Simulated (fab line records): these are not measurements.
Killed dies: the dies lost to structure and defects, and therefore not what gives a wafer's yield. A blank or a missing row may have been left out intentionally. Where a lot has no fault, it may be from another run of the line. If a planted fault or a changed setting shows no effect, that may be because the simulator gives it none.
Code-filled problem report in 8D (eight disciplines) form :: flow n5Finfet :: the parts of the form that need people (team, actions taken, sign-off) are left out

## 1. WHAT IS WRONG
Across 6 wafers from 2 lots, RS_PWELL at N5_BEOL_M4_RC_MEAS_101 averages 3501 ohm/sq, while fault-free wafers read 3015 ohm/sq with a standard deviation of 21. That is +23 standard deviations from the usual mean.
First seen on wafer L439.1, day 13 02:18, on prober-02. At this step, 30 wafers from 10 lots have a number in the record. Rule for "out" (also "out of limits"): further than 4 standard deviations from the usual mean. The rest of the wafers with a number are treated as sound.

## 2. WHAT IT IS, AND WHAT IT ISN'T
question: which readings at this step
is: RS_PWELL
is not: DIBL_N, DIBL_P, IOFF_N, IOFF_P, ION_N, ION_P, SS_N, SS_P, VT_N, VT_P

question: which lots
is: L439, L440
is not: L421, L422, L423, L424, L425, L426, L427, L430

question: which wafers of those lots
is: all that have a number
is not: -

question: read on which gauges
is: prober-01, prober-02
is not: -

question: when
is: from day 13 02:18
is not: up to then (24 sound wafers)

## 3. SUSPECTS, AND WHAT RULES EACH OUT
Counting: a tool stays on the suspect list if, at a process step up to the reading, it processed all lots that are out and no sound lot following the first of them.
- ruled out: the gauge at N5_BEOL_M4_RC_MEAS_101. The wafers that are out were read on 2 gauges (prober-01, prober-02).
- implanter-01 at N5_WELL_APT_IMPLANT_31: kept. It processed each lot that is out, first L439 at day 6 21:26, and no sound lot thereafter; up to then, the last sound lot it processed was L426 at day 3 15:49. On those wafers its own readings are out: beamEnergyKeV.
- pecvd-04 at N5_PMOS_HMC_CHANNEL_EPI_HM_DEP_34 (deposits SiO2 from TEOS/O2, target thk 36 nm, time 6.9 s): kept. It processed each lot that is out, first L439 at day 6 23:15, and no sound lot thereafter; up to then, the last sound lot it processed was L430 at day 4 17:19.
Left after counting: implanter-01 at N5_WELL_APT_IMPLANT_31, pecvd-04 at N5_PMOS_HMC_CHANNEL_EPI_HM_DEP_34.

## 4. THE CAUSE (what the simulator had put in)
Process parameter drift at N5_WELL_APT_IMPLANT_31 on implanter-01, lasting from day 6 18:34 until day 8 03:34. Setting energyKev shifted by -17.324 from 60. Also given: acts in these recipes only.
Of the 2 suspects that counting leaves, this tool is one.

## 5. SEQUENCE OF EFFECTS, ordered by route
Rows list readings where the struck wafers' mean (over those with a number) sits beyond 3 standard deviations from the usual. Scope: only readings with a usual standard deviation given in the record; hours: median across lots of the time from each lot's start at the first step in this table that gives one to its start at this step; sigmas: change in usual standard deviations.
hours: 0
step: N5_WELL_APT_IMPLANT_31
reading: beamEnergyKeV
usual: 59.995
on struck wafers: 42.690
change: -17.305
sigmas: -99 or more

hours: 148
step: N5_BEOL_M4_RC_MEAS_101
reading: RS_PWELL
usual: 3015 ohm/sq
on struck wafers: 3501
change: +486
sigmas: +23
Here are the process steps it includes:
- N5_WELL_APT_IMPLANT_31

## 6. HOW IT WOULD HAVE BEEN CAUGHT EARLIER
Counted from the fault's start at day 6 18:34, it took 152 hours until the first out-of-limits reading at a measuring or inspecting step in this record, taken at day 13 02:18.
At N5_WELL_APT_IMPLANT_31, the tool's own readings (beamEnergyKeV) were out on each struck wafer the step has a row for, so an alarm limit on them would have fired on the first such wafer.
The start of N5_WELL_APT_IMPLANT_31 on implanter-01 came by day 13 02:18 for every one of the lots that are out (2). Tool hold at that time: it would have spared none of them.
